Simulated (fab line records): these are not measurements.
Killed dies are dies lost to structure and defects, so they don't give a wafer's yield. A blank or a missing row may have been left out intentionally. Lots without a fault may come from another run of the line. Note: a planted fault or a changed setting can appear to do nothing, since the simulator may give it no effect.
Chamber matching + flow n5Finfet + aldMetal-01 running N5_HKMG_FIN_ALD_79: 4 sister chambers
The step deposits TiN, target thk 1.5 nm, pulse time 1 s, purge time 3 s. 7 wafers are shown with their chamber, then 8 later ones without.

== WAFERS, EACH WITH ITS CHAMBER ==
| wafer  | chamber | heaterPowerOuterW (W) | heaterPowerW (W) |
|--------|---------|-----------------------|------------------|
| L075.4 | 2       | 527                   | 900              |
| L084.2 | 0       | 648                   | 933              |
| L084.6 | 1       | 540                   | 881              |
| L086.3 | 3       | 456                   | 806              |
| L086.5 | 0       | 655                   | 937              |
| L086.6 | 3       | 458                   | 784              |
| L090.3 | 1       | 544                   | 886              |

== WAFERS WHOSE CHAMBER IS MISSING ==
| wafer  | heaterPowerOuterW (W) | heaterPowerW (W) |
|--------|-----------------------|------------------|
| L090.4 | 526                   | 883              |
| L090.5 | 457                   | 804              |
| L091.2 | 552                   | 897              |
| L091.3 | 461                   | 792              |
| L091.6 | 547                   | 894              |
| L096.2 | 528                   | 876              |
| L096.5 | 471                   | 784              |
| L096.6 | 532                   | 878              |

== WHICH CHAMBER EACH ONE RAN IN ==
| wafer  | from the rows above     | in truth |
|--------|-------------------------|----------|
| L090.4 | 2                       | 2        |
| L090.5 | 3                       | 3        |
| L091.2 | 1                       | 1        |
| L091.3 | 3                       | 3        |
| L091.6 | 1                       | 1        |
| L096.2 | can't be placed: 2 or 1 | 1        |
| L096.5 | 3                       | 3        |
| L096.6 | can't be placed: 2 or 1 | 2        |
6 of 8 placed correctly. Cannot be placed on the basis of these rows: 2; the candidates contain the true chamber in 2. Placed wrongly: 0.
How it was worked out, from the rows above alone: a wafer's distance from a chamber is the root of the sum, over the readings, of the square of ((its reading less the chamber's mean) divided by the reading's scatter). The wafer belongs to the nearest chamber; if the next one is less than 2 further off, it can't be placed. The mean given for a chamber averages the wafers shown for that chamber. The scatter: the root of (the sum of the squares of (reading less its chamber's mean) over the shown wafers, divided by (wafers less chambers)).
